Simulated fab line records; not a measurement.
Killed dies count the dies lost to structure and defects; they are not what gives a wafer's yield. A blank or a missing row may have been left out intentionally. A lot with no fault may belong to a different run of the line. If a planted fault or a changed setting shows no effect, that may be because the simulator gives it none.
Which of the tools did it? :: flow n5 finfet :: 27 wafers sampled from 9 lots at 1 step of a route of 1938

## WHAT THE GAUGES SHOWED, per wafer
N5_BEOL_M4_RC_MEAS_101. Usual: DIBL_N 35.8 mV/V, standard deviation 1.6; DIBL_P 36.0 mV/V, standard deviation 1.9; IOFF_N 0.151 nA/um, standard deviation 0.029; IOFF_P 0.21 nA/um, standard deviation 0.037; ION_N 673 uA/um, standard deviation 12; ION_P 463 uA/um, standard deviation 7.3; SS_N 71.5 mV/dec, standard deviation 0.58; SS_P 73.2 mV/dec, standard deviation 0.61; VT_N 251 mV, standard deviation 3.3; VT_P -250 mV, standard deviation 3.3.
lot: L520
measured: day 9 14:28
on: prober-01
DIBL_N (mV/V): 34.5 35.4 36.9
DIBL_P (mV/V): 34.6 34.6 37.2
IOFF_N (nA/um): 0.125 0.136 0.161
IOFF_P (nA/um): 0.16 0.17 0.20
ION_N (uA/um): 674 672 676
ION_P (uA/um): 456 459 455
SS_N (mV/dec): 70.6 71.2 71.5
SS_P (mV/dec): 73.4 72.7 73.4
VT_N (mV): 254 253 252
VT_P (mV): -256 -255 -249
flag: 

lot: L519
measured: day 9 16:43
on: prober-02
DIBL_N (mV/V): 37.3 38.8 37.0
DIBL_P (mV/V): 36.7 38.8 36.2
IOFF_N (nA/um): 0.142 0.179 0.137
IOFF_P (nA/um): 0.21 0.25 0.20
ION_N (uA/um): 666 688 660
ION_P (uA/um): 465 468 461
SS_N (mV/dec): 71.2 72.3 71.1
SS_P (mV/dec): 72.9 73.8 72.8
VT_N (mV): 252 249 255
VT_P (mV): -248 -248 -251
flag: 

lot: L522
measured: day 10 04:25
on: prober-02
DIBL_N (mV/V): 37.0 38.3 37.5
DIBL_P (mV/V): 36.4 38.8 38.3
IOFF_N (nA/um): 0.145 0.186 0.174
IOFF_P (nA/um): 0.19 0.23 0.21
ION_N (uA/um): 670 682 689
ION_P (uA/um): 464 463 468
SS_N (mV/dec): 72.6 72.5 72.1
SS_P (mV/dec): 72.2 74.0 73.4
VT_N (mV): 251 250 249
VT_P (mV): -251 -250 -249
flag: 

lot: L527
measured: day 11 09:23
on: prober-02
DIBL_N (mV/V): 34.1 35.6 34.4
DIBL_P (mV/V): 33.3 35.7 35.0
IOFF_N (nA/um): 0.110 0.138 0.121
IOFF_P (nA/um): 0.15 0.17 0.17
ION_N (uA/um): 647 674 664
ION_P (uA/um): 447 459 455
SS_N (mV/dec): 71.5 71.9 70.9
SS_P (mV/dec): 72.4 73.0 73.3
VT_N (mV): 252 251 253
VT_P (mV): -255 -252 -253
flag: 

lot: L528
measured: day 11 17:49
on: prober-02
DIBL_N (mV/V): 35.3 34.6 37.0
DIBL_P (mV/V): 37.5 36.7 39.5
IOFF_N (nA/um): 0.143 0.137 0.182
IOFF_P (nA/um): 0.23 0.21 0.26
ION_N (uA/um): 660 670 686
ION_P (uA/um): 466 467 472
SS_N (mV/dec): 70.9 71.1 72.6
SS_P (mV/dec): 73.9 72.3 73.8
VT_N (mV): 253 250 250
VT_P (mV): -247 -250 -247
flag: 

lot: L529
measured: day 11 21:02
on: prober-02
DIBL_N (mV/V): 38.4 37.6 35.3
DIBL_P (mV/V): 38.4 36.6 34.5
IOFF_N (nA/um): 0.191 0.158 0.130
IOFF_P (nA/um): 0.24 0.20 0.18
ION_N (uA/um): 689 674 651
ION_P (uA/um): 473 455 448
SS_N (mV/dec): 71.1 71.8 71.3
SS_P (mV/dec): 73.7 73.1 73.1
VT_N (mV): 247 251 252
VT_P (mV): -250 -252 -252
flag: 

lot: L534
measured: day 12 20:47
on: prober-02
DIBL_N (mV/V): 35.8 33.0 35.1
DIBL_P (mV/V): 36.4 32.9 35.1
IOFF_N (nA/um): 0.151 0.107 0.144
IOFF_P (nA/um): 0.23 0.17 0.21
ION_N (uA/um): 665 649 672
ION_P (uA/um): 460 454 461
SS_N (mV/dec): 71.4 70.8 71.1
SS_P (mV/dec): 72.8 72.0 73.1
VT_N (mV): 251 252 252
VT_P (mV): -247 -252 -250
flag: 

lot: L535
measured: day 13 10:53
on: prober-01
DIBL_N (mV/V): 34.1 38.7 34.6
DIBL_P (mV/V): 35.2 39.7 37.3
IOFF_N (nA/um): 0.132 0.234 0.162
IOFF_P (nA/um): 0.18 0.26 0.22
ION_N (uA/um): 647 708 687
ION_P (uA/um): 459 469 470
SS_N (mV/dec): 71.3 72.9 72.3
SS_P (mV/dec): 73.8 74.2 73.6
VT_N (mV): 253 244 246
VT_P (mV): -253 -247 -254
flag: 

lot: L538
measured: day 14 02:34
on: prober-01
DIBL_N (mV/V): 34.7 35.3 34.8
DIBL_P (mV/V): 35.1 36.0 35.4
IOFF_N (nA/um): 0.136 0.142 0.128
IOFF_P (nA/um): 0.19 0.21 0.20
ION_N (uA/um): 671 664 660
ION_P (uA/um): 457 459 456
SS_N (mV/dec): 70.9 71.9 71.4
SS_P (mV/dec): 72.2 73.1 72.6
VT_N (mV): 252 252 254
VT_P (mV): -252 -251 -253
flag: 

## EACH LOT AND THE TOOL THAT RAN IT (in order: tool; ch and the chambers of the sampled wafers; start)
The record holds no process step before these readings.

## AS READ BY THE TOOLS THEMSELVES (means over the sampled wafers that have a number; for cases with no such wafer, the mark the record gives instead)
The record holds no such reading with a usual standard deviation.

## THE ANSWER, worked out from the rows above alone
Rule: a lot counts as off when the mean over its wafers that have a number is more than 3 standard deviations away from the usual mean. Also off: a lot with no number at a reading for which 4 or more lots have one. The other lots that the step has rows for count as sound. The gauges are gone through in route order, then the tools' own readings, and for those a lot's mean is taken as printed above. At the first step where some lot is off, the reading lying furthest off is the one used; lots without a number count as furthest.
Across all readings shown, no lot is off: no conclusion can be drawn from this.

## WHAT HAD BEEN PUT IN BY THE SIMULATOR
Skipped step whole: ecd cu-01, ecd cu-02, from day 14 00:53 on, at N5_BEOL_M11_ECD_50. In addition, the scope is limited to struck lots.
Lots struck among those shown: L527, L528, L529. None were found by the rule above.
